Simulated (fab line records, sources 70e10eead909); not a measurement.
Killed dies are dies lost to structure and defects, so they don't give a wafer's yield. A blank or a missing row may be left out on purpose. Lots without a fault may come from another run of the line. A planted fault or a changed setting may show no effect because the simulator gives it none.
fab line records | flow nand_harc
record lots=12 wafers=36 last_day=33
route steps=1302 shown A_SLIT@943 A_WL_FILL@972 END@1302
lots that met no fault: from a run of the same line without faults
start_h: hours from the record's first day to the start of the lot's first wafer shown | wait_h: hours since the lot's step before | " the same as in the row above | L1.1+2: a row that stands for several wafers | - no value, or no start given | * or withheld: withheld | < > ~ a bound
route shown NAME@n: a module of which the file shows steps, and the number in the route of the first | usual: mean/standard deviation of fault-free wafers | same: alike in all rows | chamber/n: place in a boat | sites: the reading at each site | _std_site: their standard deviation | _edge_site: outer sites' mean less inner sites' | radius_mm: how far each site lies from the wafer's centre | mask NAME#n: copy n | behind: the tool/chamber that last shaped the wafer | hold: why the lot was held/for how many hours/how that ended | device: the transistor (n, p or np) that didn't switch | end of line: the same wafers' tests at the end of the route | a step without rows: its recipe alone | killed: dies lost to structure and defects at the first sort, not the wafer's yield | map: a wafer's dies, x killed, . not, _ none there
set.NAME: the setting as run; set.NAME@STEP: as run at that earlier step | model.NAME: the simulator's own value behind a step, which no gauge read
steps of the route over a sample of lots; a table a step, a row a wafer
services: from which hour (start_h, from the record's first day; less than 0 if before it) a tool's chamber was out of use, for how many hours, and why
## steps
# step NHARC_A_SLIT_STRIP_18
# recipe o2_flow_sccm=500 ar_flow_sccm=0 bias_w=0 chemistry=O2
# usual drypump_motor_current_A=5.8/0.46 o2_flow_sccm=500.0/1.5 oes_product_au=1.002/0.0082 rf_vpp_V=57.9/0.91 showerhead_plenum_p_Torr=3.56/0.15 throttle_valve_pct=17.036/0.009
# columns lot.wafer tool chamber start_h wait_h drypump_motor_current_A o2_flow_sccm oes_product_au rf_hours_counter_h rf_vpp_V showerhead_plenum_p_Torr throttle_valve_pct
L421.3 rie_diel-03 0 - - 5.5 500.6 0.982 11.1 56.5 3.42 17.046
L421.1 " 1 " " 5.6 498.8 0.996 10.5 56.5 3.29 17.054
L421.6 " 3 " " 5.3 498.6 1.004 - 57.4 3.43 17.024
L425.3 rie_diel-05 3 - - 6.0 499.7 0.987 4.7 58.2 3.67 17.042
L425.2 " 0 " " 6.4 500.4 1.006 4.2 57.9 3.60 17.035
L425.5 " 3 " " 6.0 499.5 1.003 - 57.0 3.67 17.044
L426.2 rie_diel-07 3 - - 6.0 501.6 1.004 0.7 57.9 3.60 17.035
L426.3 " 0 " " 6.3 499.8 1.016 0.7 58.1 3.49 17.021
L426.5 " 2 " " 5.4 501.7 1.029 - 58.0 3.41 17.039
L423.3 rie_diel-03 2 - - 6.6 501.4 1.000 2.0 57.7 3.77 17.035
L423.2 " 3 " " 5.3 501.1 0.996 2.4 59.1 3.43 17.042
L423.1 " 1 " " 5.6 500.8 1.008 2.8 56.7 3.29 17.048
L430.2 rie_diel-07 3 - - 6.0 497.6 0.995 1.9 57.2 3.60 17.040
L430.3 " 0 " " 6.3 499.4 0.995 2.0 57.4 3.49 17.042
L430.6 " 0 " " 6.3 500.2 1.000 - 57.1 3.49 17.037
L431.4 rie_diel-03 2 - - 6.6 500.6 1.005 6.1 58.6 3.77 17.040
L431.1 " 1 " " 5.7 500.0 1.006 6.9 56.8 3.29 17.030
L431.5 " 3 " " 5.3 502.6 0.999 - 58.7 3.43 17.034
L433.2 rie_diel-07 0 - - 6.3 499.9 1.009 3.8 57.6 3.49 17.043
L433.4 " 1 " " 5.6 501.3 0.990 4.6 56.9 3.39 17.040
L433.5 " 3 " " 6.0 500.1 0.993 - 57.7 3.60 17.020
L435.3 rie_diel-05 0 - - 6.4 500.3 1.014 0.9 58.1 3.59 17.026
L435.4 " 2 " " 5.1 500.3 1.000 - 58.9 3.76 17.031
L435.6 " 3 " " 6.0 501.1 1.015 - 58.0 3.67 17.031
L437.6 rie_diel-05 0 - - 6.4 500.2 1.005 - 55.9 3.59 17.035
L437.4 " 2 " " 5.1 499.7 0.988 - 59.4 3.76 17.040
L437.5 " 3 " " 6.0 496.6 1.005 - 58.8 3.67 17.057
L438.4 rie_diel-05 2 - - 5.1 499.7 1.008 2.5 58.4 3.76 17.032
L438.1 " 3 " " 6.0 499.4 1.016 2.5 59.0 3.67 17.039
L438.3 " 0 " " 6.4 501.6 1.006 2.5 58.3 3.59 17.040
L439.2 rie_diel-07 0 - - 6.3 500.6 1.003 8.9 57.2 3.49 17.032
L439.4 " 2 " " 5.4 500.3 1.011 8.5 58.2 3.41 17.027
L439.6 " 3 " " 6.0 501.8 1.015 - 60.2 3.60 17.029
L444.2 rie_diel-03 0 - - 5.5 499.9 0.991 3.1 56.3 3.41 17.042
L444.1 " 2 " " 6.6 499.8 0.992 2.2 57.6 3.76 17.037
L444.6 " 0 " " 5.5 499.8 1.002 - 57.6 3.41 17.053
# step NHARC_A_WL_FILL_ETCHBACK_26
# recipe target_depth_a=520 time_s=13.3 hbr_flow_sccm=150 rf_w=350 icp_w=350 bias_w=60 chemistry=HBr
# usual drypump_motor_current_A=5.7/0.43 oes_product_au=1.000/0.0073 throttle_valve_pct=23.265/0.0083
# columns lot.wafer tool chamber start_h wait_h drypump_motor_current_A oes_product_au rf_hours_counter_h throttle_valve_pct
L421.1 rie_si-03 3 477.66 0.4 5.3 0.993 0.37 23.273
L421.3 " 0 " " 6.6 0.993 0.46 23.269
L421.6 " 3 " " 5.3 1.001 - 23.269
L425.3 rie_si-03 2 501.43 0.4 5.7 0.999 0.55 23.264
L425.2 " 3 " " 5.3 0.995 0.49 23.264
L425.5 " 2 " " 5.7 0.999 - 23.271
L426.3 rie_si-05 3 521.94 0.4 5.4 1.003 0.22 23.274
L426.2 " 1 " " 5.1 1.018 0.20 23.267
L426.5 " 2 " " 5.5 1.004 - 23.277
L423.1 rie_si-03 3 525.08 0.4 5.3 1.006 0.63 23.264
L423.2 " 0 " " 6.6 1.001 0.73 23.267
L423.3 " 1 " " 6.2 0.995 0.72 23.277
L430.3 rie_si-05 0 579.82 0.4 5.7 0.991 0.47 23.265
L430.2 " 3 " " 5.4 0.999 0.52 23.265
L430.6 " 0 " " 5.7 0.996 - 23.258
L431.4 rie_si-05 3 588.61 0.4 5.4 1.006 0.56 23.257
L431.1 " 0 " " 5.7 0.998 0.55 23.269
L431.5 " 2 " " 5.5 1.006 - 23.264
L433.2 rie_si-02 2 609.06 0.4 5.4 1.000 1.01 23.266
L433.4 " 0 " " 5.5 1.000 0.96 23.260
L433.5 " 2 " " 5.4 0.998 - 23.260
L435.4 rie_si-03 0 633.50 0.4 6.6 0.985 0.31 23.273
L435.3 " 1 " " 6.2 0.993 0.32 23.253
L435.6 " 3 " " 5.2 0.993 - 23.265
L438.3 rie_si-03 0 657.52 0.4 6.6 0.997 0.44 23.266
L438.1 " 1 " " 6.2 1.011 0.42 23.277
L438.4 " 2 " " 5.7 0.998 0.43 23.268
L437.6 rie_si-05 3 657.57 0.4 5.4 1.004 - 23.269
L437.4 " 1 " " 5.1 0.999 - 23.258
L437.5 " 2 " " 5.5 0.999 - 23.254
L439.2 rie_si-03 3 666.54 0.4 5.3 0.997 0.57 23.267
L439.4 " 2 " " 5.7 1.002 0.53 23.259
L439.6 " 3 " " 5.2 1.002 - 23.272
L444.1 rie_si-03 1 712.78 0.4 6.2 0.991 0.78 23.263
L444.2 " 2 " " 5.7 0.997 0.84 23.270
L444.6 " 0 " " 6.6 0.990 - 23.266
# step NHARC_A_WL_FILL_CVD_20
# recipe target_thk_a=1000 temp_c=400 pressure_torr=40 wf6_flow_sccm=40 h2_flow_sccm=1600 ar_flow_sccm=1560 time_s=74 material=W
# usual heater_power_w=846/69 throttle_valve_pct=8.11/0.18
# columns lot.wafer tool chamber start_h wait_h heater_power_w throttle_valve_pct
L421.1 cvd_w-01 0 - - 800 7.92
L421.3 " 1 " " 965 8.11
L421.6 " 0 " " 813 7.73
L425.2 cvd_w-01 1 - - 932 7.72
L425.3 " 0 " " 813 7.89
L425.5 " 0 " " 812 8.09
L426.2 cvd_w-01 1 - - 935 8.18
L426.3 " 0 " " 806 7.58
L426.5 " 0 " " 824 7.88
L423.2 cvd_w-01 0 - - 832 8.03
L423.1 " 1 " " 929 8.03
L423.3 " 0 " " 824 7.77
L430.2 cvd_w-02 0 - - 786 8.16
L430.3 " 1 " " 844 8.26
L430.6 " 1 " " 814 8.49
L431.1 cvd_w-02 1 - - 809 8.51
L431.4 " 1 " " 792 8.33
L431.5 " 0 " " 762 8.32
L433.2 cvd_w-02 1 - - 825 8.15
L433.4 " 0 " " 768 8.39
L433.5 " 0 " " 755 8.31
L435.3 cvd_w-01 0 - - 814 7.91
L435.4 " 1 " " 961 7.94
L435.6 " 1 " " 966 7.99
L438.1 cvd_w-02 1 - - 885 8.37
L438.3 " 0 " " 766 7.99
L438.4 " 1 " " 883 8.17
L437.4 cvd_w-01 0 - - 810 8.02
L437.5 " 1 " " 962 8.27
L437.6 " 0 " " 818 8.01
L439.2 cvd_w-02 1 - - 880 8.13
L439.4 " 0 " " 793 8.12
L439.6 " 1 " " 876 8.14
L444.2 cvd_w-02 0 - - 766 8.00
L444.1 " 1 " " 868 8.23
L444.6 " 0 " " 799 8.22
# step NHARC_A_WL_FILL_CMP_12
# recipe t_overpolish_s=30 target_thk_nm=100
# usual motor_current_A=11.3/0.93 overpolish_run_s=29.999/0.0094 pad_life_wafers=204/120 time_to_endpoint_s=20.3/2.1
# columns lot.wafer tool chamber start_h wait_h motor_current_A overpolish_run_s pad_life_wafers time_to_endpoint_s
L421.3 cmp-03 3 478.31 0.1 11.5 30.004 54 19.6
L421.1 " 2 " " 11.0 30.002 57 20.8
L421.6 " 3 " " 11.6 30.007 - 20.1
L425.3 cmp-04 2 502.12 0.2 11.1 29.992 338 21.9
L425.2 " 3 " " 13.3 30.000 339 22.7
L425.5 " 1 " " 10.9 29.997 - 19.9
L426.3 cmp-03 2 522.61 0.1 11.3 30.015 229 19.6
L426.2 " 3 " " 11.8 29.985 230 17.0
L426.5 " 1 " " 11.6 29.995 - 17.7
L423.3 cmp-04 0 525.72 0.1 10.3 29.983 90 22.6
L423.2 " 2 " " 10.2 30.007 92 21.1
L423.1 " 3 " " 12.5 29.998 93 21.0
L430.3 cmp-04 1 580.47 0.1 10.8 30.002 336 22.1
L430.2 " 2 " " 9.9 30.002 337 21.6
L430.6 " 2 " " 10.8 29.997 - 19.3
L431.4 cmp-01 1 589.24 0.1 13.1 30.011 42 21.9
L431.1 " 3 " " 10.3 30.000 44 18.1
L431.5 " 2 " " 11.0 30.007 - 21.6
L433.2 cmp-03 3 609.70 0.2 11.5 29.996 174 19.9
L433.4 " 1 " " 12.0 30.005 176 19.7
L433.5 " 3 " " 11.8 29.988 - 19.5
L435.3 cmp-04 1 634.13 0.1 11.2 30.002 114 23.1
L435.4 " 0 " " 10.9 30.004 117 20.5
L435.6 " 1 " " 10.3 30.019 - 11.3
L438.4 cmp-01 2 658.17 0.1 10.9 30.002 342 23.5
L438.1 " 3 " " 10.8 30.017 343 18.8
L438.3 " 1 " " 13.6 29.991 345 22.3
L437.4 cmp-04 3 658.27 0.2 12.8 29.998 237 20.7
L437.6 " 0 " " 10.7 30.010 - 9.3
L437.5 " 1 " " 11.5 30.014 - 20.1
L439.2 cmp-01 1 667.19 0.2 12.9 29.981 378 23.2
L439.4 " 0 " " 12.1 29.981 381 21.2
L439.6 " 1 " " 13.1 29.985 - 21.5
L444.2 cmp-01 2 713.40 0.2 11.4 29.989 126 24.5
L444.1 " 1 " " 12.4 29.983 129 20.1
L444.6 " 3 " " 10.7 30.009 - 19.6
# step NHARC_END_SORT_01
# recipe temp_c=25
# usual killed_at_array=52/16 killed_at_other=0.8/1.1 killed_at_periphery=4.2/2.5 killed_dies=57/16 killed_open=3.4/2 killed_short=2.6/1.6
# same gross_dies=677
# columns lot.wafer tool chamber start_h wait_h killed_at_array killed_at_other killed_at_periphery killed_dies killed_open killed_short
L423.1 prober-02 0 610.32 2.5 53 1 2 56 2 1
L423.2 prober-02 0 611.12 2.8 43 0 6 49 7 3
L423.3 prober-02 0 611.92 3.1 40 1 0 41 1 3
L433.2 prober-02 0 691.62 2.9 71 1 1 73 4 2
L433.4 prober-02 0 693.23 3.4 77 0 3 80 4 4
L433.5 prober-02 0 694.04 3.7 72 0 2 74 1 3
L435.3 prober-01 0 709.83 3.1 46 2 2 50 1 3
L435.4 prober-01 0 710.64 3.4 31 0 2 33 1 5
L435.6 prober-01 0 712.25 4.0 36 0 2 38 4 0
L437.4 prober-01 0 745.34 3.4 47 3 7 57 9 5
L437.5 prober-01 0 746.14 3.7 55 1 5 61 6 6
L437.6 prober-01 0 746.95 4.0 44 1 5 50 3 4
# killed by level:class
L423.1 A_CHANNEL_HOLE_D1:chamber_film_flake=27 A_CHANNEL_HOLE_D2:chamber_film_flake=9 A_CONTACT:chamber_film_flake=8 A_STAIRCASE:chamber_film_flake=3 A_M1:chamber_film_flake=2 A_STAIRCASE:geometric_particle:open=1 A_WL_FILL:geometric_particle:short=1 A_CONTACT:geometric_particle:open=1
L423.2 A_CHANNEL_HOLE_D1:chamber_film_flake=18 A_CONTACT:chamber_film_flake=7 A_CHANNEL_HOLE_D2:chamber_film_flake=6 P_CONTACT:geometric_particle:open=3 A_STAIRCASE:chamber_film_flake=3 A_DECK1_JOINT:geometric_particle:open=2 A_CHANNEL_FILL_D1:geometric_particle:short=1 A_DECK1_JOINT:geometric_particle:short=1
L423.3 A_CHANNEL_HOLE_D1:chamber_film_flake=21 A_CHANNEL_HOLE_D2:chamber_film_flake=8 A_CONTACT:chamber_film_flake=3 A_STAIRCASE:chamber_film_flake=2 A_ONON_D1:geometric_particle:open=1 A_CHANNEL_HOLE_D2:geometric_particle:short=1 A_WL_FILL:geometric_particle:short=1 STARTING-WAFER:geometric_particle:short=1
L433.2 A_CHANNEL_HOLE_D1:chamber_film_flake=29 A_SLIT:chamber_film_flake=22 A_CHANNEL_HOLE_D2:chamber_film_flake=11 P_M0:geometric_particle:open=1 A_ONON_D2:geometric_particle:short=1 A_CHANNEL_HOLE_D2:geometric_particle:open=1 A_SGD_CUT:geometric_particle:short=1 A_CONTACT:geometric_particle:open=1
L433.4 A_SLIT:chamber_film_flake=25 A_CHANNEL_HOLE_D1:chamber_film_flake=25 A_CHANNEL_HOLE_D2:chamber_film_flake=9 A_STAIRCASE:chamber_film_flake=5 A_CONTACT:chamber_film_flake=5 P_CONTACT:chamber_film_flake=2 P_CONTACT:geometric_particle:open=1 A_SOURCE_PLATE:geometric_particle:open=1
L433.5 A_SLIT:chamber_film_flake=29 A_CHANNEL_HOLE_D1:chamber_film_flake=22 A_CHANNEL_HOLE_D2:chamber_film_flake=12 A_CONTACT:chamber_film_flake=4 A_M0:geometric_particle:short=2 P_M0:geometric_particle:open=1 A_WL_FILL:geometric_particle:short=1 P_STI:chamber_film_flake=1
L435.3 A_CHANNEL_HOLE_D1:chamber_film_flake=33 A_STAIRCASE:chamber_film_flake=4 A_SLIT:chamber_film_flake=2 A_CONTACT:chamber_film_flake=2 A_ONON_D1:geometric_particle:open=1 A_ONON_D1:geometric_particle:short=1 A_CHANNEL_HOLE_D1:geometric_particle:short=1 P_ZERO_WELL:chamber_film_flake=1
L435.4 A_CHANNEL_HOLE_D1:chamber_film_flake=20 A_ONON_D1:geometric_particle:short=2 A_WL_FILL:geometric_particle:short=2 P_STI:chamber_film_flake=2 A_STAIRCASE:chamber_film_flake=2 A_CONTACT:chamber_film_flake=2 A_CHANNEL_FILL_D1:geometric_particle:short=1 A_WL_FILL:geometric_particle:open=1
L435.6 A_CHANNEL_HOLE_D1:chamber_film_flake=25 A_STAIRCASE:chamber_film_flake=4 A_CONTACT:chamber_film_flake=3 P_CONTACT:geometric_particle:open=1 A_CHANNEL_FILL_D1:geometric_particle:open=1 A_DECK1_JOINT:geometric_particle:open=1 A_M0:geometric_particle:open=1 P_STI:chamber_film_flake=1
L437.4 A_CHANNEL_HOLE_D2:chamber_film_flake=20 A_CHANNEL_FILL_D1:chamber_film_flake=5 A_SLIT:chamber_film_flake=5 P_M0:geometric_particle:open=2 A_ONON_D1:geometric_particle:short=2 A_CHANNEL_FILL_D1:geometric_particle:open=2 A_WL_FILL:geometric_particle:open=2 P_STI:chamber_film_flake=2
L437.5 A_CHANNEL_HOLE_D2:chamber_film_flake=17 A_CHANNEL_HOLE_D1:chamber_film_flake=7 A_SLIT:chamber_film_flake=7 A_SGD_CUT:chamber_film_flake=6 A_WL_FILL:geometric_particle:short=4 P_CONTACT:geometric_particle:open=2 P_STI:chamber_film_flake=2 A_CHANNEL_FILL_D1:chamber_film_flake=2
L437.6 A_CHANNEL_HOLE_D2:chamber_film_flake=17 A_CHANNEL_HOLE_D1:chamber_film_flake=10 A_SLIT:chamber_film_flake=5 A_DECK1_JOINT:chamber_film_flake=3 P_CONTACT:geometric_particle:open=2 P_GATE:chamber_film_flake=2 A_SGD_CUT:chamber_film_flake=2 A_CHANNEL_FILL_D1:geometric_particle:short=1
## services
# columns tool chamber start_h hours kind
cmp-04 - 433.57 9.1 repair
rie_diel-03 - 442.84 1.1 repair
cvd_w-02 - 450.00 13.0 pm
rie_diel-03 - 458.40 9.0 pm
rie_si-03 3 463.03 5.5 repair
rie_diel-07 - 471.20 9.0 pm
cmp-01 - 479.50 4.0 pm
rie_si-05 - 482.00 9.0 pm
cvd_w-02 1 488.15 5.3 repair
cmp-01 - 490.56 1.0 repair
rie_diel-07 1 499.92 7.6 repair
rie_diel-03 0 502.76 4.2 repair
cmp-04 - 503.11 4.0 pm
rie_diel-03 0 525.15 6.5 repair
cvd_w-01 1 527.27 11.9 repair
cvd_w-01 - 547.00 13.0 pm
rie_si-03 - 575.00 9.0 pm
cmp-04 - 601.11 4.0 pm
cmp-04 - 619.26 0.5 repair
cvd_w-02 - 631.00 13.0 pm
cmp-04 - 633.08 0.3 repair
cmp-04 - 661.96 3.1 repair
rie_si-03 - 671.29 0.4 repair
cmp-04 - 699.18 4.0 pm
## key
first_sign step=NHARC_A_WL_FILL_CMP_12 reading=time_to_endpoint_s direction=down sigmas=4.8 usual=* struck=*
effect none on later readings
met_at NHARC_A_WL_FILL_CMP_12
struck_lots L435,L437
struck_wafers L435.6,L437.6
tester_left_out L435,L437
not_acting_at NHARC_A_SLIT_STRIP_18,NHARC_A_WL_FILL_ETCHBACK_26,NHARC_A_WL_FILL_CVD_20
onset_between 580.47 634.13
fault kind=process_parameter_drift tool=cmp-04 chamber=- onset_h=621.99 steps=NHARC_A_WL_FILL_CMP_12 channel=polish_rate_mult offset=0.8 shape=step end_h=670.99 scope=struck_wafers_only
# tester_left_out: of these lots the tester's yield and bins aren't shown, on N5 and GAA mostly nor the transistor test; their killed dies are dies lost to structure and defects alone, not to doping, threshold or leakage, so they don't give the yield
